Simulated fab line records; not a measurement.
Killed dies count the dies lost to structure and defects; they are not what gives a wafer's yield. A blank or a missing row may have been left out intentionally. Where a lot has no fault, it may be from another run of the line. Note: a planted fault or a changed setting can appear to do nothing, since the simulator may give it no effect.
A lot that was struck, set against a sound lot || flow nand harc || 18 steps out of a route of 1302
Sound: wafers L591.4, L591.5, L591.6. The struck wafers were L587.1, L587.4, L587.5. The cause is named last.
Per side, at each step with rows, come the tool, then ch with its chambers, and then its first start. Under that, the readings that differ: sound wafers || struck wafers || difference of the means || sigmas: that difference in standard deviations of wafers without a fault.
alike: same words and numbers on both sides, and readings whose means sit less than 2 such deviations apart. not compared: any withheld reading, any reading some wafer has no value for, any bound like >300 that may hide the same value, and any number with overlapping values for which the record gives no deviation.
The two part at a step that has a row with sigmas, a row that says differs or no value, or rows on one side only. Non-overlapping numbers with no deviation appear without sigmas and do not part them. A reading missing from all wafers of one side parts the sides only when that side holds two or more wafers.

NHARC_P_ZERO_WELL_CD_MEAS_11: target cd 500 nm.
  sound on cd sem-02 ch 0, day 4 09:09; struck on cd sem-03 ch 0, day 2 17:08
  alike: cd nm
then, 1 step without rows for these wafers: NHARC_P_ZERO_WELL_HARDBAKE_12 (time 65 s).
NHARC_P_ZERO_WELL_DESCUM_13: chemistry O2, time 3 s.
  sound on rie diel-04 ch 0,2,3, day 4 09:19; struck on rie diel-04 ch 0, day 2 17:41
  alike: drypump motor current A, o2 flow sccm, oes product au, rf vpp V, showerhead plenum p Torr, throttle valve pct
  not compared: rf hours counter h
NHARC_P_ZERO_WELL_ETCH_65: etches the open film in N2/H2, target depth 80 nm, overetch 24 nm, time 87.88 s.
  sound on rie diel-04 ch 1,2,3, day 4 09:32; struck on rie diel-04 ch 0,3, day 2 18:02
  alike: drypump motor current A, oes product au, rf vpp V, showerhead plenum p Torr, throttle valve pct
  not compared: rf hours counter h
NHARC_P_ZERO_WELL_ETCH_62: etches the open film in CHF3/Ar, target depth 13 nm, time 6.5 s.
  sound: rie diel-04 ch 1,2; struck: rie diel-04 ch 0,2,3
  alike: drypump motor current A, oes product au, rf vpp V, showerhead plenum p Torr, throttle valve pct
  not compared: rf hours counter h
NHARC_P_ZERO_WELL_ETCH_63: etches the open film in HBr/Cl2, target depth 120 nm, time 40.1 s.
  sound on rie si-02 ch 0,2,3, day 4 09:43; struck on rie si-03 ch 2,3, day 2 18:19
  alike: drypump motor current A, hbr flow sccm, oes product au, throttle valve pct
  not compared: rf hours counter h
then, 6 steps without rows for these wafers: NHARC_P_ZERO_WELL_STRIP_15 (strips in SPM, time 900 s); NHARC_P_ZERO_WELL_DEHYDRATE_16 (time 120 s); NHARC_P_ZERO_WELL_HMDS_17 (time 30 s); NHARC_P_ZERO_WELL_COAT_18; NHARC_P_ZERO_WELL_SOFTBAKE_19 (time 95 s); NHARC_P_ZERO_WELL_EBR_20.
NHARC_P_ZERO_WELL_EXPOSE_21: exposes mask P NWELL, target cd 720 nm.
  sound on krf scanner-01 ch 0, day 4 10:20; struck on krf scanner-04 ch 0, day 2 19:05
{"reading": "mask", "sound": "P_NWELL#0 P_NWELL#0 P_NWELL#0", "struck": "P_HVPW#0 P_HVPW#0 P_HVPW#0", "difference": "differs", "sigmas": ""}
then, 2 steps without rows for these wafers: NHARC_P_ZERO_WELL_PEB_22 (peb time 85 s); NHARC_P_ZERO_WELL_DEVELOP_23 (time 70 s).
NHARC_P_ZERO_WELL_CD_MEAS_24: target cd 720 nm.
  sound on cd sem-03 ch 0, day 4 10:29; struck on cd sem-02 ch 0, day 2 19:14
{"reading": "cd nm (nm)", "sound": "719.7 718.4 717.9", "struck": "- - -", "difference": "no value on the struck wafers", "sigmas": ""}
then, 1 step without rows for these wafers: NHARC_P_ZERO_WELL_HARDBAKE_25 (time 80 s).
-- the record jumps here: 22 days lie between the struck wafers' starts before and after (it left off in module P_ZERO_WELL and takes up again in module END, whose first step shown is number 1302 of the route) --
NHARC_END_SORT_01:
  the record has rows for the struck wafers here (prober-01 ch 0, day 24 13:59) and none for the sound ones

## WHERE THEY PART
Last at NHARC_END_SORT_01 as far as this record goes, first at NHARC_P_ZERO_WELL_EXPOSE_21.

WHY: the cause the simulator had injected
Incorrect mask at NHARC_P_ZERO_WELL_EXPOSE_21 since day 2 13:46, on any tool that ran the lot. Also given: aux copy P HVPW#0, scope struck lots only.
